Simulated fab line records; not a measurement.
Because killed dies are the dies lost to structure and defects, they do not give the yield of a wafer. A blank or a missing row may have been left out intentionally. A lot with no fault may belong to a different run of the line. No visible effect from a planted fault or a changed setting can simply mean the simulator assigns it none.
Which of the tools did it?    flow n5 finfet    Sampling: 24 lots, 72 wafers, 5 of 1938 route steps

WHAT THE GAUGES SHOWED, per wafer
N5_BEOL_M3_INSPECT_59: inspects for defects (darkfield). Usual: 68 for raw defect count, sd 21.
lot   measured      on                 raw defect count  flag
L074  day 7 05:19   defect inspect-01  68 98 61          
L075  day 7 14:25   defect inspect-01  39 49 55          
L076  day 7 19:22   defect inspect-02  71 79 85          
L077  day 7 19:41   defect inspect-01  66 51 50          
L079  day 8 05:16   defect inspect-01  53 28 39          
L078  day 8 07:00   defect inspect-01  74 56 71          
L080  day 8 22:13   defect inspect-01  66 66 110         
L081  day 9 15:56   defect inspect-01  102 110 98        
L082  day 10 00:38  defect inspect-02  81 73 53          
L083  day 10 02:13  defect inspect-02  47 68 86          
L084  day 10 16:21  defect inspect-01  85 93 107         
L085  day 10 16:38  defect inspect-01  36 45 32          
L086  day 10 18:13  defect inspect-01  61 51 78          
L087  day 10 20:37  defect inspect-01  85 79 90          
L088  day 11 00:21  defect inspect-01  82 60 55          
L089  day 11 09:02  defect inspect-02  91 93 96          
L091  day 11 19:46  defect inspect-01  68 60 48          
L090  day 11 23:19  defect inspect-01  60 84 66          
L092  day 12 07:23  defect inspect-02  57 58 37          
L093  day 12 14:14  defect inspect-02  67 70 56          
L094  day 12 17:55  defect inspect-01  48 47 46          
L095  day 13 08:30  defect inspect-01  79 83 104         
L096  day 13 10:23  defect inspect-01  58 44 37          
L097  day 13 13:57  defect inspect-02  63 72 52          

WHICH TOOL RAN EACH LOT (tool, then ch and the chambers of the sampled wafers, then the start)
lot   N5_BEOL_M3_ANNEAL_49          N5_BEOL_M3_SPUTTER_92         N5_BEOL_M3_SPUTTER_94         N5_BEOL_M3_ANNEAL_95
L074  pvd sputter-01, day 7 02:32   pvd sputter-01, day 7 03:46   pvd sputter-01, day 7 03:59   pvd sputter-01, day 7 04:04
L075  pvd sputter-03, day 7 11:38   pvd sputter-03, day 7 12:52   pvd sputter-03, day 7 13:05   pvd sputter-03, day 7 13:10
L076  pvd sputter-02, day 7 16:25   pvd sputter-02, day 7 17:39   pvd sputter-02, day 7 17:52   pvd sputter-02, day 7 17:57
L077  pvd sputter-01, day 7 16:54   pvd sputter-01, day 7 18:08   pvd sputter-01, day 7 18:22   pvd sputter-01, day 7 18:26
L079  pvd sputter-01, day 8 02:22   pvd sputter-01, day 8 03:35   pvd sputter-01, day 8 03:48   pvd sputter-01, day 8 03:55
L078  pvd sputter-02, day 8 04:14   pvd sputter-02, day 8 05:28   pvd sputter-02, day 8 05:41   pvd sputter-02, day 8 05:46
L080  pvd sputter-03, day 8 19:28   pvd sputter-03, day 8 20:42   pvd sputter-03, day 8 20:55   pvd sputter-03, day 8 21:00
L081  pvd sputter-01, day 9 13:11   pvd sputter-01, day 9 14:25   pvd sputter-01, day 9 14:38   pvd sputter-01, day 9 14:43
L082  pvd sputter-03, day 9 21:25   pvd sputter-03, day 9 22:46   pvd sputter-03, day 9 23:00   pvd sputter-03, day 9 23:05
L083  pvd sputter-01, day 9 23:05   pvd sputter-01, day 10 00:19  pvd sputter-01, day 10 00:32  pvd sputter-01, day 10 00:37
L084  pvd sputter-03, day 10 13:36  pvd sputter-03, day 10 14:50  pvd sputter-03, day 10 15:04  pvd sputter-03, day 10 15:08
L085  pvd sputter-02, day 10 13:47  pvd sputter-02, day 10 15:02  pvd sputter-02, day 10 15:15  pvd sputter-02, day 10 15:20
L086  pvd sputter-03, day 10 15:26  pvd sputter-03, day 10 16:41  pvd sputter-03, day 10 16:54  pvd sputter-03, day 10 16:59
L087  pvd sputter-03, day 10 17:40  pvd sputter-03, day 10 18:54  pvd sputter-03, day 10 19:07  pvd sputter-03, day 10 19:12
L088  pvd sputter-01, day 10 21:35  pvd sputter-01, day 10 22:50  pvd sputter-01, day 10 23:03  pvd sputter-01, day 10 23:08
L089  pvd sputter-01, day 11 06:16  pvd sputter-01, day 11 07:31  pvd sputter-01, day 11 07:44  pvd sputter-01, day 11 07:49
L091  pvd sputter-03, day 11 17:01  pvd sputter-03, day 11 18:16  pvd sputter-03, day 11 18:29  pvd sputter-03, day 11 18:34
L090  pvd sputter-01, day 11 20:27  pvd sputter-01, day 11 21:41  pvd sputter-01, day 11 21:55  pvd sputter-01, day 11 21:59
L092  pvd sputter-01, day 12 04:37  pvd sputter-01, day 12 05:51  pvd sputter-01, day 12 06:04  pvd sputter-01, day 12 06:09
L093  pvd sputter-02, day 12 11:25  pvd sputter-02, day 12 12:39  pvd sputter-02, day 12 12:52  pvd sputter-02, day 12 12:57
L094  pvd sputter-03, day 12 15:09  pvd sputter-03, day 12 16:23  pvd sputter-03, day 12 16:37  pvd sputter-03, day 12 16:41
L095  pvd sputter-02, day 13 05:45  pvd sputter-02, day 13 06:59  pvd sputter-02, day 13 07:13  pvd sputter-02, day 13 07:17
L096  pvd sputter-03, day 13 07:37  pvd sputter-03, day 13 08:52  pvd sputter-03, day 13 09:05  pvd sputter-03, day 13 09:10
L097  pvd sputter-03, day 13 11:12  pvd sputter-03, day 13 12:26  pvd sputter-03, day 13 12:40  pvd sputter-03, day 13 12:44
- N5_BEOL_M3_ANNEAL_49: time 240 s.
- N5_BEOL_M3_SPUTTER_92: material Cu, target thk 4.5 nm, time 8.29 s.
- N5_BEOL_M3_SPUTTER_94: material Cu, target thk 4.5 nm, time 8.29 s.
- N5_BEOL_M3_ANNEAL_95: time 240 s.

AS READ BY THE TOOLS THEMSELVES (means over the sampled wafers that have a number; for cases with no such wafer, the mark the record gives instead)
N5_BEOL_M3_ANNEAL_49. Usual: 838 W for heater power w, sd 110.
lot   tool            heater power w (W)  flag
L074  pvd sputter-01  735                 
L075  pvd sputter-03  784                 
L076  pvd sputter-02  988                 
L077  pvd sputter-01  785                 
L079  pvd sputter-01  784                 
L078  pvd sputter-02  938                 
L080  pvd sputter-03  804                 
L081  pvd sputter-01  874                 
L082  pvd sputter-03  819                 
L083  pvd sputter-01  824                 
L084  pvd sputter-03  829                 
L085  pvd sputter-02  936                 
L086  pvd sputter-03  842                 
L087  pvd sputter-03  843                 
L088  pvd sputter-01  783                 
L089  pvd sputter-01  741                 
L091  pvd sputter-03  831                 
L090  pvd sputter-01  824                 
L092  pvd sputter-01  795                 
L093  pvd sputter-02  851                 
L094  pvd sputter-03  808                 
L095  pvd sputter-02  990                 
L096  pvd sputter-03  844                 
L097  pvd sputter-03  858                 

N5_BEOL_M3_SPUTTER_92. Usual: 29.7 % for throttle valve pct, sd 1.1.
lot   tool            throttle valve pct (%)  flag
L074  pvd sputter-01  29.5                    
L075  pvd sputter-03  29.7                    
L076  pvd sputter-02  30.5                    
L077  pvd sputter-01  30.2                    
L079  pvd sputter-01  30.2                    
L078  pvd sputter-02  30.4                    
L080  pvd sputter-03  28.3                    
L081  pvd sputter-01  30.3                    
L082  pvd sputter-03  29.7                    
L083  pvd sputter-01  29.4                    
L084  pvd sputter-03  29.7                    
L085  pvd sputter-02  30.4                    
L086  pvd sputter-03  28.8                    
L087  pvd sputter-03  29.0                    
L088  pvd sputter-01  30.1                    
L089  pvd sputter-01  29.4                    
L091  pvd sputter-03  29.7                    
L090  pvd sputter-01  29.9                    
L092  pvd sputter-01  30.6                    
L093  pvd sputter-02  30.8                    
L094  pvd sputter-03  27.7                    
L095  pvd sputter-02  30.2                    
L096  pvd sputter-03  28.7                    
L097  pvd sputter-03  28.4                    

N5_BEOL_M3_SPUTTER_94. Usual: 29.7 % for throttle valve pct, sd 1.2.
lot   tool            throttle valve pct (%)  flag
L074  pvd sputter-01  29.5                    
L075  pvd sputter-03  29.9                    
L076  pvd sputter-02  30.6                    
L077  pvd sputter-01  30.2                    
L079  pvd sputter-01  30.0                    
L078  pvd sputter-02  30.3                    
L080  pvd sputter-03  28.4                    
L081  pvd sputter-01  30.1                    
L082  pvd sputter-03  29.9                    
L083  pvd sputter-01  29.5                    
L084  pvd sputter-03  29.8                    
L085  pvd sputter-02  30.4                    
L086  pvd sputter-03  28.8                    
L087  pvd sputter-03  28.9                    
L088  pvd sputter-01  30.1                    
L089  pvd sputter-01  29.4                    
L091  pvd sputter-03  29.7                    
L090  pvd sputter-01  29.8                    
L092  pvd sputter-01  30.8                    
L093  pvd sputter-02  30.9                    
L094  pvd sputter-03  27.8                    
L095  pvd sputter-02  30.1                    
L096  pvd sputter-03  28.8                    
L097  pvd sputter-03  28.2                    

N5_BEOL_M3_ANNEAL_95. Usual: 837 W for heater power w, sd 120.
lot   tool            heater power w (W)  flag
L074  pvd sputter-01  731                 
L075  pvd sputter-03  784                 
L076  pvd sputter-02  1008                
L077  pvd sputter-01  774                 
L079  pvd sputter-01  779                 
L078  pvd sputter-02  958                 
L080  pvd sputter-03  819                 
L081  pvd sputter-01  860                 
L082  pvd sputter-03  829                 
L083  pvd sputter-01  806                 
L084  pvd sputter-03  830                 
L085  pvd sputter-02  922                 
L086  pvd sputter-03  835                 
L087  pvd sputter-03  847                 
L088  pvd sputter-01  784                 
L089  pvd sputter-01  731                 
L091  pvd sputter-03  829                 
L090  pvd sputter-01  816                 
L092  pvd sputter-01  798                 
L093  pvd sputter-02  866                 
L094  pvd sputter-03  808                 
L095  pvd sputter-02  998                 
L096  pvd sputter-03  828                 
L097  pvd sputter-03  837                 

THE ANSWER, worked out from the rows above alone
Rule: a lot is off if the mean of its wafers that have a number lies more than 3 standard deviations from the usual mean. A lot without any number at a reading at which 4 lots or more have one is off too. The other lots that the step has rows for count as sound. The gauges are gone through in route order, then the tools' own readings, and for those a lot's mean is taken as printed above. At the first step where some lot is off, the reading lying furthest off is the one used; lots without a number count as furthest.
Across all readings shown, no lot is off: no conclusion can be drawn from this.

WHAT WAS PUT IN BY THE SIMULATOR
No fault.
